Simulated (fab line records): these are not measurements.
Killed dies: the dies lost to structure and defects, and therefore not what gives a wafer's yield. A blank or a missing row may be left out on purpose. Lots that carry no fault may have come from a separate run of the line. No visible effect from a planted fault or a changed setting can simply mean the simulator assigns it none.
Which of the tools did it?    flow n5_finfet    11 lots, 33 wafers sampled, at 5 steps of a route of 1938

WHAT THE GAUGES SHOWED, per wafer
N5_BEOL_M4_INSPECT_59: inspects for defects (darkfield). Usual: 77 for raw_defect_count, sd 24.
lot   measured      on                 raw_defect_count  flag
L676  day 8 09:23   defect_inspect-02  53 38 76          
L673  day 8 10:04   defect_inspect-02  134 91 116        
L677  day 9 03:15   defect_inspect-01  78 67 112         
L678  day 9 08:48   defect_inspect-01  41 98 96          
L680  day 9 16:56   defect_inspect-01  48 39 39          
L684  day 11 03:35  defect_inspect-01  66 62 56          
L686  day 11 14:59  defect_inspect-02  83 43 70          
L691  day 12 10:22  defect_inspect-01  67 94 84          
L690  day 12 17:55  defect_inspect-01  67 70 72          
L695  day 13 17:05  defect_inspect-02  66 62 89          
L696  day 14 05:05  defect_inspect-02  53 58 70          

N5_BEOL_M4_RC_MEAS_101. Usual: DIBL_N 36.0 mV/V, standard deviation 1.7; DIBL_P 35.8 mV/V, standard deviation 2; IOFF_N 0.15 nA/um, standard deviation 0.03; IOFF_P 0.20 nA/um, standard deviation 0.037; ION_N 670 uA/um, standard deviation 12; ION_P 460 uA/um, standard deviation 7.2; SS_N 71.5 mV/dec, standard deviation 0.68; SS_P 73.2 mV/dec, standard deviation 0.65; VT_N 250 mV, standard deviation 3.1; VT_P -251 mV, standard deviation 3.4.
lot   measured      on         DIBL_N (mV/V)   DIBL_P (mV/V)   IOFF_N (nA/um)  IOFF_P (nA/um)  ION_N (uA/um)  ION_P (uA/um)  SS_N (mV/dec)   SS_P (mV/dec)   VT_N (mV)    VT_P (mV)       flag
L676  day 8 09:44   prober-02  38.8 37.2 36.9  39.1 37.0 35.8  0.20 0.16 0.14  0.28 0.22 0.21  671 664 667    463 459 460    72.0 71.6 72.1  74.1 72.7 73.2  246 249 250  -244 -247 -250  
L673  day 8 10:06   prober-01  36.0 37.1 36.7  37.1 37.0 36.6  0.17 0.18 0.18  0.24 0.23 0.23  684 682 669    471 464 467    71.4 71.3 71.6  73.4 73.3 73.3  249 248 249  -247 -248 -247  
L677  day 9 03:26   prober-01  39.0 39.3 34.0  38.2 38.9 32.5  0.22 0.23 0.12  0.31 0.33 0.20  669 663 657    465 463 464    72.4 72.1 70.2  75.0 74.9 72.8  244 244 250  -240 -241 -246  
L678  day 9 08:49   prober-02  33.1 35.5 34.2  33.7 36.5 35.5  0.12 0.16 0.14  0.15 0.18 0.18  662 666 682    454 449 469    71.1 71.8 71.3  73.2 73.2 72.5  252 248 251  -255 -254 -255  
L680  day 9 17:07   prober-01  34.9 35.2 36.6  35.9 36.1 37.7  0.15 0.14 0.18  0.19 0.19 0.22  701 695 710    474 482 486    71.4 72.0 72.7  72.7 74.1 73.5  247 251 247  -252 -252 -251  
L684  day 11 03:55  prober-01  35.8 36.6 37.8  33.7 35.5 36.7  0.13 0.15 0.17  0.18 0.20 0.24  680 695 695    468 484 483    71.3 71.9 71.7  73.0 72.3 74.3  255 251 250  -252 -251 -248  
L686  day 11 15:01  prober-01  36.2 35.2 35.0  35.7 35.6 34.7  0.14 0.14 0.12  0.19 0.20 0.18  658 684 655    453 470 460    71.2 71.1 70.1  72.7 73.4 72.7  252 250 254  -252 -250 -251  
L691  day 12 10:33  prober-01  37.5 34.2 33.3  38.7 34.3 33.9  0.19 0.12 0.11  0.21 0.15 0.14  678 670 655    456 455 443    72.3 71.8 71.4  73.8 73.0 72.8  251 255 255  -252 -259 -259  
L690  day 12 18:06  prober-02  34.7 36.5 36.4  33.5 35.0 35.7  0.13 0.15 0.15  0.19 0.22 0.22  671 647 658    460 448 456    71.4 72.0 71.8  72.2 72.6 72.8  252 251 251  -249 -247 -247  
L695  day 13 17:25  prober-02  34.7 35.7 37.3  33.1 35.3 35.7  0.14 0.15 0.17  0.17 0.20 0.21  671 684 665    462 465 457    71.1 70.8 71.3  72.5 73.3 72.6  248 247 248  -253 -252 -250  
L696  day 14 05:07  prober-02  36.1 32.9 36.1  37.4 33.9 37.3  0.16 0.12 0.16  0.21 0.17 0.20  685 672 681    467 457 460    71.8 70.4 71.1  73.0 72.3 73.9  251 252 249  -252 -252 -253  

TOOL THAT RAN EACH LOT (tool first, then ch and the chambers of the sampled wafers, then the start)
lot   N5_BEOL_M4_ANNEAL_93          N5_BEOL_M4_SPUTTER_94         N5_BEOL_M4_ANNEAL_95
L676  pvd_sputter-02, day 8 07:56   pvd_sputter-02, day 8 08:05   pvd_sputter-02, day 8 08:10
L673  pvd_sputter-01, day 8 08:17   pvd_sputter-01, day 8 08:25   pvd_sputter-01, day 8 08:30
L677  pvd_sputter-01, day 9 01:29   pvd_sputter-01, day 9 01:38   pvd_sputter-01, day 9 01:43
L678  pvd_sputter-03, day 9 05:52   pvd_sputter-03, day 9 06:00   pvd_sputter-03, day 9 06:05
L680  pvd_sputter-01, day 9 15:26   pvd_sputter-01, day 9 15:35   pvd_sputter-01, day 9 15:40
L684  pvd_sputter-01, day 11 02:09  pvd_sputter-01, day 11 02:17  pvd_sputter-01, day 11 02:22
L686  pvd_sputter-03, day 11 13:31  pvd_sputter-03, day 11 13:40  pvd_sputter-03, day 11 13:44
L691  pvd_sputter-02, day 12 08:48  pvd_sputter-02, day 12 08:56  pvd_sputter-02, day 12 09:01
L690  pvd_sputter-03, day 12 16:29  pvd_sputter-03, day 12 16:37  pvd_sputter-03, day 12 16:42
L695  pvd_sputter-03, day 13 15:38  pvd_sputter-03, day 13 15:47  pvd_sputter-03, day 13 15:52
L696  pvd_sputter-02, day 14 03:34  pvd_sputter-02, day 14 03:42  pvd_sputter-02, day 14 03:47
- N5_BEOL_M4_ANNEAL_93: time 240 s.
- N5_BEOL_M4_SPUTTER_94: material Cu, target thk 4.5 nm, time 8.29 s.
- N5_BEOL_M4_ANNEAL_95: time 240 s.

WHAT THE TOOLS THEMSELVES READ (means of the sampled wafers that have a number; where no wafer has one, the mark that the record gives instead)
N5_BEOL_M4_ANNEAL_93. Usual: 814 W for heater_power_w, sd 78.
lot   tool            heater_power_w (W)  flag
L676  pvd_sputter-02  791                 
L673  pvd_sputter-01  809                 
L677  pvd_sputter-01  797                 
L678  pvd_sputter-03  851                 
L680  pvd_sputter-01  819                 
L684  pvd_sputter-01  847                 
L686  pvd_sputter-03  771                 
L691  pvd_sputter-02  813                 
L690  pvd_sputter-03  856                 
L695  pvd_sputter-03  851                 
L696  pvd_sputter-02  808                 

N5_BEOL_M4_SPUTTER_94. Usual: 29.8 % for throttle_valve_pct, sd 1.1.
lot   tool            throttle_valve_pct (%)  flag
L676  pvd_sputter-02  29.9                    
L673  pvd_sputter-01  29.4                    
L677  pvd_sputter-01  29.5                    
L678  pvd_sputter-03  30.9                    
L680  pvd_sputter-01  29.4                    
L684  pvd_sputter-01  29.4                    
L686  pvd_sputter-03  30.5                    
L691  pvd_sputter-02  30.0                    
L690  pvd_sputter-03  28.5                    
L695  pvd_sputter-03  30.8                    
L696  pvd_sputter-02  29.8                    

N5_BEOL_M4_ANNEAL_95. Usual: 816 W for heater_power_w, sd 78.
lot   tool            heater_power_w (W)  flag
L676  pvd_sputter-02  806                 
L673  pvd_sputter-01  822                 
L677  pvd_sputter-01  812                 
L678  pvd_sputter-03  861                 
L680  pvd_sputter-01  806                 
L684  pvd_sputter-01  841                 
L686  pvd_sputter-03  771                 
L691  pvd_sputter-02  820                 
L690  pvd_sputter-03  856                 
L695  pvd_sputter-03  855                 
L696  pvd_sputter-02  818                 

THE ANSWER, worked out from the rows above alone
Rule: take the mean of a lot's wafers that have a number; if it is more than 3 standard deviations from the usual mean, the lot is off. Also off: a lot with no number at a reading for which 4 or more lots have one. The other lots that the step has rows for count as sound. After the gauges, taken in route order, come the tools' own readings; for these a lot's mean is taken, as printed above. The first step at which some lot is off is used, and at that step the reading that is off furthest; a lot without a number counts as furthest.
Nothing can be told from this: no lot is off at any reading shown.

WHAT WAS PUT IN BY THE SIMULATOR
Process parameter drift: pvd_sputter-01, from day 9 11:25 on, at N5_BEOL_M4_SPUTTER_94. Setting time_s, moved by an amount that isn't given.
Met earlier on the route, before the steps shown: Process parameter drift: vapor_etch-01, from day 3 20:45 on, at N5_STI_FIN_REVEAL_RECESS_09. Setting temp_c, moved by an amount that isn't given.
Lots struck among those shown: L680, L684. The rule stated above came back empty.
